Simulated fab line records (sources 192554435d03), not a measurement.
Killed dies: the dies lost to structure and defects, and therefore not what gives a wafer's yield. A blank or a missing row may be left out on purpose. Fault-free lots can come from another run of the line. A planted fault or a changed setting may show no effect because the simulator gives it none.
Lot-split experiment    flow n5 finfet    route with 1938 steps; 7 lots, 21 wafers read

SPLIT DETAILS
At N5_PASSIVATION_ETCH_54 (etches SiO2 in CHF3/O2, target depth 880 nm, time 440 s), the setting time s was moved away from the recipe's 440 s on 4 of the 21 wafers read, by -14.5% to +15.6%. The other wafers ran this setting at the recipe's value.

The reading comes from the split's own step.

THE READING
etch.depth nm (the simulator's own value, which no gauge read), in nm, at N5_PASSIVATION_ETCH_54 (etches SiO2 in CHF3/O2, target depth 880 nm, time 440 s). The file does not state a usual value for it. Here, 17 wafers ran the recipe; their average is 885.4 nm with a standard deviation of 23 nm.

wafer   tool, chamber at the split  time s as run, s  against the recipe  etch.depth nm, nm  against lot-mates on the recipe
L074.1  rie diel-05, 1              440               recipe              910.7              -
L074.2  rie diel-05, 3              440               recipe              860.4              -
L074.5  rie diel-05, 1              440               recipe              906.5              -
L078.1  rie diel-05, 3              440               recipe              861.5              -
L078.3  rie diel-05, 1              440               recipe              906.1              -
L078.6  rie diel-05, 3              440               recipe              851.7              -
L080.1  rie diel-06, 0              440               recipe              887.9              -
L080.4  rie diel-06, 3              440               recipe              866                -
L080.5  rie diel-06, 3              440               recipe              870.7              -
L083.3  rie diel-06, 0              440               recipe              900                -
L083.5  rie diel-06, 2              440               recipe              911.4              -
L083.6  rie diel-06, 1              508.6             +15.6%              1016               +110.3
L085.1  rie diel-02, 2              440               recipe              858.7              -
L085.5  rie diel-02, 2              440               recipe              859.4              -
L085.6  rie diel-02, 1              376               -14.5%              747.3              -111.8
L088.2  rie diel-06, 2              440               recipe              910.4              -
L088.5  rie diel-06, 1              440               recipe              879.6              -
L088.6  rie diel-06, 0              440               recipe              886.8              -
L097.1  rie diel-02, 0              490.6             +11.5%              1002               +77.4
L097.2  rie diel-02, 2              490.6             +11.5%              959.3              +34.7
L097.6  rie diel-02, 3              440               recipe              924.6              -

FIT RESULTS
A straight line over all 21 wafers: etch.depth nm changes by +8.71 nm for each +1% of time s; r = +0.92; the points scatter about the line by 23 nm.
The same after taking each lot's own level away (the mean of its wafers on the recipe; 21 wafers): +6.52 nm for each +1%; r = +0.91; scatter 18 nm.
On that fit, the largest move of time s shifts the reading by 1e+02 nm.
Measured against the standard deviation above, the lots' own levels, which go from 859.05 to 924.60 nm, span 2.9 times it.
So the slope is not independent of the lot-to-lot level: the two fits are not the same.
Check: for one of the wafers moved furthest among these (+15.6%), held out of the fit, the line's prediction against its lot-mates is +93.6 nm. Against them it came out at +110 nm.

THE OTHER SPLITS THESE WAFERS WENT THROUGH
These wafers also went through other splits before the reading. Each is held against what the fit with the lots' levels taken away leaves over:
other split on the same wafers      wafers away from the commonest value  r with etch.depth nm (lot level and that fit taken away)
N5_BEOL_M14_PEB_26 peb temp c       7                                     -0.04
N5_BEOL_M14_SPUTTER_44 time s       6                                     -0.23
N5_BEOL_M15_ILD_DEP_00 time s       7                                     -0.25
N5_MIM_BOT_SPUTTER_00 power w       8                                     +0.14
N5_MIM_TOP_LITHO_EXPOSE_05 dose mj  8                                     -0.15
N5_MIM_BOT_ETCH_ETCH_00 bias w      7                                     -0.23
N5_PASSIVATION_EXPOSE_07 dose mj    10                                    +0.18

THE WHOLE CHAIN: every reading that the file lists as answering this split, in the file's order
step                    what it does                                             reading                                                                        change (the file's fit)               r (the file's)
N5_PASSIVATION_ETCH_54  etches SiO2 in CHF3/O2, target depth 880 nm, time 440 s  PASSIVATION.feature depth nm (the simulator's own value, which no gauge read)  +6.81 nm for each +1% of the setting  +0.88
N5_PASSIVATION_ETCH_54  etches SiO2 in CHF3/O2, target depth 880 nm, time 440 s  etch.depth nm (the simulator's own value, which no gauge read)                 +6.81 nm for each +1% of the setting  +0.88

FILE'S OWN FIT
etch.depth nm changes by +6.81 nm for each +1% of time s, r = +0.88.
